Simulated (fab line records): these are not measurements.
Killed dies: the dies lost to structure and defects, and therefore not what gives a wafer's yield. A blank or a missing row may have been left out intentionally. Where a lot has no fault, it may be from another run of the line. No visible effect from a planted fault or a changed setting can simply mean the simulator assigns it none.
A struck lot beside a sound one | flow nandHarc | 39 out of 1159 route steps
Sound: the wafers L386.2, L386.3, L386.5. Struck: wafer L390.6. (L390.1, L390.5 of the same lot were not struck and are left out.) The cause comes at the end.
At each step with rows: each side's tool, then ch and its chambers, then its first start. Under that, the readings that differ: sound wafers | struck wafers | difference of the means | sigmas: that difference in standard deviations of wafers without a fault.
alike: a reading whose means differ by less than 2 such deviations, as well as words and numbers matching on both sides. not compared: withheld readings; readings where some wafer has no value; bounds like >300 that might hide an equal value; numbers whose values overlap and for which the record gives no deviation.
Wherever a step has rows on one side only, a row that says differs or no value, or a row with sigmas, the two part there. Numbers that don't overlap but have no deviation are shown without sigmas and don't part them. A reading that every wafer of one side lacks parts them only if that side has two wafers or more.

first, 5 steps without rows for these wafers: NHARC_A_CONTACT_ETCH_111 (etches the open film in C4F8/O2/Ar, time 140 s, target depth 700 nm); NHARC_A_CONTACT_ETCH_112 (etches the open film in C4F8/O2/Ar, time 94 s, target depth 922 nm); NHARC_A_CONTACT_ETCH_113 (etches the open film in C4F8/O2/Ar, time 94 s, target depth 922 nm); NHARC_A_CONTACT_ETCH_114 (etches the open film in C4F8/O2/Ar, time 94 s, target depth 922 nm); NHARC_A_CONTACT_ETCH_115 (etches the open film in C4F8/O2/Ar, time 94 s, target depth 922 nm).
NHARC_A_CONTACT_ETCH_116: etches the open film in C4F8/O2/Ar, time 94 s, target depth 922 nm.
  sound on harCapEtch-03 ch 0,1, day 18 13:01; struck on harCapEtch-02 ch 0, day 21 13:19
  alike: chamberPressureMTorr
  not compared: rfHoursCounterH
then, 4 steps without rows for these wafers: NHARC_A_CONTACT_ETCH_117 (etches the open film in C4F8/O2/Ar, time 94 s, target depth 922 nm); NHARC_A_CONTACT_ETCH_118 (etches the open film in C4F8/O2/Ar, time 94 s, target depth 922 nm); NHARC_A_CONTACT_ETCH_119 (etches the open film in C4F8/O2/Ar, time 94 s, target depth 922 nm); NHARC_A_CONTACT_ETCH_120 (etches the open film in C4F8/O2/Ar, time 94 s, target depth 922 nm).
NHARC_A_CONTACT_ETCH_121: etches the open film in C4F8/O2/Ar, time 94 s, target depth 922 nm.
  sound on harCapEtch-03 ch 0,1, day 18 13:29; struck on harCapEtch-02 ch 0, day 21 13:46
  alike: chamberPressureMTorr
  not compared: rfHoursCounterH
NHARC_A_CONTACT_ETCH_122: etches the open film in C4F8/O2/Ar, time 95 s, target depth 930 nm.
  sound on harCapEtch-03 ch 0,1, day 18 13:34; struck on harCapEtch-02 ch 0, day 21 13:52
  alike: chamberPressureMTorr
  not compared: rfHoursCounterH
NHARC_A_CONTACT_ETCH_123: etches the open film in C4F8/O2/Ar, time 253 s, target depth 1090 nm.
  sound on harCapEtch-03 ch 0,1, day 18 13:40; struck on harCapEtch-02 ch 0, day 21 13:59
  alike: chamberPressureMTorr
  not compared: rfHoursCounterH
NHARC_A_CONTACT_ETCH_90: etches the open film in CH3F/O2, target depth 40 nm, time 85.7 s.
  sound on rieDiel-04 ch 0,3, day 18 14:16; struck on rieDiel-11 ch 0, day 21 14:32
reading             | sound          | struck | difference | sigmas
oesProductAu (a.u.) | 0.93 0.91 0.92 | 1.01   | +0.09      | +2
  alike: chamberPressureMTorr, drypumpMotorCurrentA, rfVppV, showerheadPlenumPTorr, throttleValvePct
  not compared: rfHoursCounterH
NHARC_A_CONTACT_ETCH_96: etches the open film in C4F6/O2, target depth 20 nm, time 10 s.
  sound on rieDiel-04 ch 0,1; struck on rieDiel-11 ch 0
reading              | sound                | struck | difference | sigmas
oesProductAu (a.u.)  | 0.955 0.947 0.950    | 1.008  | +0.057     | +2
throttleValvePct (%) | 26.903 26.909 26.907 | 26.875 | -0.031     | -3
  alike: c4f6FlowSccm, chamberPressureMTorr, drypumpMotorCurrentA, rfVppV, showerheadPlenumPTorr
  not compared: rfHoursCounterH
NHARC_A_CONTACT_CD_MEAS_53:
  sound: cdSem-03 at day 18 14:29; struck: cdSem-02 at day 21 14:45
  alike: cdNm
then, 18 steps without rows for these wafers: NHARC_A_CONTACT_STRIP_99 (strips in N2/H2); NHARC_A_CONTACT_STRIP_100 (strips in CF4/CHF3); NHARC_A_CONTACT_STRIP_101 (strips in O2/COS); NHARC_A_CONTACT_ETCH_102 (etches the open film in CF4/O2, target depth 70 nm, overetch 7 nm, time 38.5 s); NHARC_A_CONTACT_STRIP_55 (strips in O2); NHARC_A_CONTACT_STRIP_56 (strips in post etch residue remover, time 600 s); NHARC_A_CONTACT_DEP_57 (deposits aC, target thk 2800 nm); NHARC_A_CONTACT_DEP_58 (deposits SiON, target thk 60 nm); NHARC_A_CONTACT_DEHYDRATE_59 (time 120 s); NHARC_A_CONTACT_HMDS_60 (time 30 s); NHARC_A_CONTACT_COAT_61 (time 75 s); NHARC_A_CONTACT_COAT_62 (time 65 s); NHARC_A_CONTACT_COAT_63 (resist thk 90 nm); NHARC_A_CONTACT_SOFTBAKE_64 (time 55 s); NHARC_A_CONTACT_EBR_65; NHARC_A_CONTACT_EXPOSE_66 (exposes mask A CC 2); NHARC_A_CONTACT_PEB_67 (peb time 65 s); NHARC_A_CONTACT_DEVELOP_68 (develop time 35 s).
NHARC_A_CONTACT_CD_MEAS_69 targets a cd of 200 nm.
  sound on cdSem-02 ch 0, day 18 17:58; struck on cdSem-01 ch 0, day 22 01:46
  alike: cdNm
NHARC_A_CONTACT_OVL_MEAS_70:
  sound: overlay-01 at day 18 18:02; struck: overlay-02 at day 22 01:52
reading         | sound          | struck | difference | sigmas
overlayXNm (nm) | -0.8 -1.1 -0.8 | 1.6    | +2.5       | +3
  alike: overlayYNm
NHARC_A_CONTACT_DESCUM_74: chemistry O2, time 3 s.
  sound on rieDiel-04 ch 0,1,2, day 18 18:10; struck on rieDiel-13 ch 0, day 22 08:31
reading              | sound                | struck                  | difference                   | sigmas
hold                 | - - -                | awaitDispo/6.3h/release | no value on the sound wafers | 
throttleValvePct (%) | 11.292 11.302 11.312 | 11.321                  | +0.019                       | +2
  alike: chamberPressureMTorr, drypumpMotorCurrentA, oesProductAu, rfVppV, showerheadPlenumPTorr
  not compared: rfHoursCounterH
then, 1 step without rows for these wafers: NHARC_A_CONTACT_ETCH_75 (etches the open film in CF4, target depth 39 nm, time 65 s).
-- record jumps: 3 days between struck wafers' starts before vs after; left off in module A_CONTACT, resumes in module END, first step shown is number 1159 of the route --
NHARC_END_SORT_01:
  only the struck wafers appear in the record here, on prober-02 ch 0 at day 25 14:22; the sound ones have no rows

== WHERE THEY PART ==
Last at NHARC_END_SORT_01 as far as this record goes, first at NHARC_A_CONTACT_ETCH_90.

WHY: the cause the simulator had injected
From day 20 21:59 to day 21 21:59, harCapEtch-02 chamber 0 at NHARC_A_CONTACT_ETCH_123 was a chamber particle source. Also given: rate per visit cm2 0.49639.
